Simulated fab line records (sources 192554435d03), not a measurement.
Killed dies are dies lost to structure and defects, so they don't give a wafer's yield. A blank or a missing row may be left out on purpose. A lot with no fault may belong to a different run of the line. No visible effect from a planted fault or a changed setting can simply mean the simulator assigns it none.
One fault through the eyes of 2 desks	flow n5_finfet	what lay behind the numbers comes last; until then each desk has only its own

## THE METROLOGY DESK
What the gauges read for every lot (on any tool): the sampled wafers with a number, averaged. The brackets show how far a lot's mean lies from the usual mean; more than 4 standard deviations puts the lot out of limits, marked OUT. It has 11 readings; the 7 that lie furthest out on some lot are the ones shown.
Columns: A = V1_OVL at N5_BEOL_M2_OVL_MEAS_29, usual 0.0 nm; B = DIBL_N at N5_BEOL_M4_RC_MEAS_101, usual 36.2 mV/V; C = DIBL_P at N5_BEOL_M4_RC_MEAS_101, usual 36.2 mV/V; D = IOFF_P at N5_BEOL_M4_RC_MEAS_101, usual 0.21 nA/um; E = SS_N at N5_BEOL_M4_RC_MEAS_101, usual 71.5 mV/dec; F = VT_N at N5_BEOL_M4_RC_MEAS_101, usual 250 mV; G = VT_P at N5_BEOL_M4_RC_MEAS_101, usual -250 mV
lot	first seen here	A	B	C	D	E	F	G
L102	day 6 11:44	0.9	39.3	39.5	0.27	71.9	248	-246
L103	day 6 16:56	0.2	33.3	32.2	0.14	70.1	255	-257
L104	day 6 23:23	-0.6	32.9	36.0	0.15	71.3	255	-258
L112	day 10 00:45	-0.5	36.2	35.7	0.22	71.6	249	-249
L116	day 10 09:02	-0.1	37.7	36.8	0.27	72.2	249	-246
L117	day 10 11:04	0.8	35.4	37.3	0.20	71.5	248	-252
L119	day 10 23:50	0.1	38.1	38.0	0.25	71.4	248	-249
L124	day 12 10:50	0.6	34.4	34.0	0.20	71.1	254	-250
L125	day 13 02:52	0.4	35.0	35.4	0.23	71.8	251	-248
This desk's finding: nothing out of limits on any of the 9 lots.

## THE TOOL OWNER'S DESK: rie_diel-03
The tool's own readings at N5_BEOL_M2_ETCH_69 (etches SiARC in CF4, target depth 15.6 nm, time 26 s): means of the sampled wafers that have a number, for each lot that ran on this tool. The brackets show how far a lot's mean lies from the usual mean; more than 4 standard deviations puts the lot out of limits, marked OUT.
Columns: A = bias_w at N5_BEOL_M2_ETCH_69, usual 36.01 W; B = drypump_motor_current_A at N5_BEOL_M2_ETCH_69, usual 5.8 A; C = etch_rf_on_time_s at N5_BEOL_M2_ETCH_69, usual 25.9 s; D = oes_product_au at N5_BEOL_M2_ETCH_69, usual 0.69 a.u.; E = rf_vpp_V at N5_BEOL_M2_ETCH_69, usual 184.0 V; F = showerhead_plenum_p_Torr at N5_BEOL_M2_ETCH_69, usual 2.13 Torr; G = throttle_valve_pct at N5_BEOL_M2_ETCH_69, usual 15.55 %
lot	first seen here	A	B	C	D	E	F	G
L102	day 6 11:52	36.12	5.8	26.1	0.76	184.1	2.18	15.62
L112	day 10 00:54	35.32 (-6.9) OUT	5.8	26.2	0.72	182.4	2.17	15.69
This desk's verdict: out of limits on L112, starting with L112 at day 10 00:54 (bias_w at N5_BEOL_M2_ETCH_69). L102 stayed within limits.

## ALL TOGETHER
The tool owner's desk could have raised an alarm at day 10 00:54, on L112.
The metrology desk saw nothing out of limits.
The metrology desk holds a record of L112, inside its limits.
All the named lots went through N5_BEOL_M2_ETCH_69 on rie_diel-03.

## WHAT THE SIMULATOR HAD INSERTED
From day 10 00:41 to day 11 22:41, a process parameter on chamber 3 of rie_diel-03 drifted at N5_BEOL_M2_ETCH_69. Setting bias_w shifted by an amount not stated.
Struck lots among those shown: L112.
Hours from the fault's start to each desk's first reading out of limits: the tool owner's desk, 0.
